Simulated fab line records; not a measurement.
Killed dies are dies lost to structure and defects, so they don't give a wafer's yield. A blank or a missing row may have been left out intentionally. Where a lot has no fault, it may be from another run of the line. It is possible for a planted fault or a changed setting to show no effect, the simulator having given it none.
Code-filled problem report in 8D (eight disciplines) form || flow n5-finfet || the parts of the form that need people (team, actions taken, sign-off) are left out

1. WHAT WENT WRONG
Mean of etch-rf-on-time-s at N5_BEOL_M8_ETCH_61: 46.5 s across 3 wafers in 2 lots; on wafers with no fault it is 75.8 s (standard deviation 1.2). That puts it -24 standard deviations away from the usual mean.
The step: etches SiARC in CF4, target depth 45.5 nm, time 75.8 s.
Seen first at day 11 11:57 on rie-diel-05, wafer L558.1. At this step, 28 wafers from 10 lots have a number in the record. By rule, "out" or "out of limits" means more than 4 standard deviations away from the usual mean. All remaining wafers that have a number are taken as sound.

2. WHAT IT IS, AND WHAT IT ISN'T
{"question": "which readings at this step", "is": "etch-rf-on-time-s", "is not": "drypump-motor-current-A, rf-vpp-V, showerhead-plenum-p-Torr, throttle-valve-pct"}
{"question": "which lots", "is": "L558, L559", "is not": "L551, L554, L555, L556, L567, L569, L572, L574"}
{"question": "which wafers of those lots", "is": "L558.1, L558.2, L559.1", "is not": "L559.6"}
{"question": "read on which tools", "is": "rie-diel-05", "is not": "rie-diel-02, rie-diel-06"}
{"question": "when", "is": "from day 11 11:57", "is not": "up to then (12 sound wafers); but 13 sound wafers of L559, L567, L569, L572, L574 came after"}

3. WHAT RULES OUT EACH SUSPECT
Counting: any tool at a process step up to the reading remains a suspect provided it ran every lot that is out. Sound lots after the first of them don't rule it out here, since some wafers of a struck lot are sound.
- rie-diel-03 at N5_BEOL_M7_ETCH_65 (etches SiARC in CF4, target depth 15.6 nm, time 26 s): kept. Every lot that is out went through it, the first being L558 (day 11 04:47); the last sound lot it ran before that was L556 (day 10 08:11).
- rie-diel-05 at N5_BEOL_M8_ETCH_61 (etches SiARC in CF4, target depth 45.5 nm, time 75.8 s): kept. Every lot that is out went through it, the first being L558 (day 11 11:57); the last sound lot it ran before that was L555 (day 10 18:58). Its own etch-rf-on-time-s readings are out on those wafers.
- Within rie-diel-05 at N5_BEOL_M8_ETCH_61: the wafers that are out ran in chambers 0, 3; their sound lot-mates ran in chamber 1.
Remaining after the count are rie-diel-03 at N5_BEOL_M7_ETCH_65 and rie-diel-05 at N5_BEOL_M8_ETCH_61.

4. THE CAUSE (what the simulator had put in)
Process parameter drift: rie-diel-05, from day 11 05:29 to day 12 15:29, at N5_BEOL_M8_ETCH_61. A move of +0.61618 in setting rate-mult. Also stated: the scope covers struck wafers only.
Of the 2 suspects that counting leaves, this tool is one.

5. SEQUENCE OF EFFECTS, ordered by route
One row per reading whose mean, taken over the struck wafers that have a number, lies over 3 standard deviations from the usual. Only readings for which the record gives a usual standard deviation are gone through. hours: the time from each lot's start at the first step in this table that gives one to its start at this step, as a median over the lots. sigmas: the change in usual standard deviations.
{"hours": 0, "step": "N5_BEOL_M8_ETCH_61", "reading": "etch-rf-on-time-s", "usual": "75.8 s", "on struck wafers": 46.5, "change": -29.3, "sigmas": -24}
{"hours": 0, "step": "N5_BEOL_M8_ETCH_61", "reading": "oes-product-au", "usual": "0.68 a.u.", "on struck wafers": 0.93, "change": "+0.25", "sigmas": "+3.3"}
Process steps it contains:
- N5_BEOL_M8_ETCH_61: etches SiARC in CF4, target depth 45.5 nm, time 75.8 s.

6. WHAT WOULD HAVE CAUGHT IT SOONER
In this record the first reading out of limits was taken at day 11 11:57, 6 hours after the fault began at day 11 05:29.
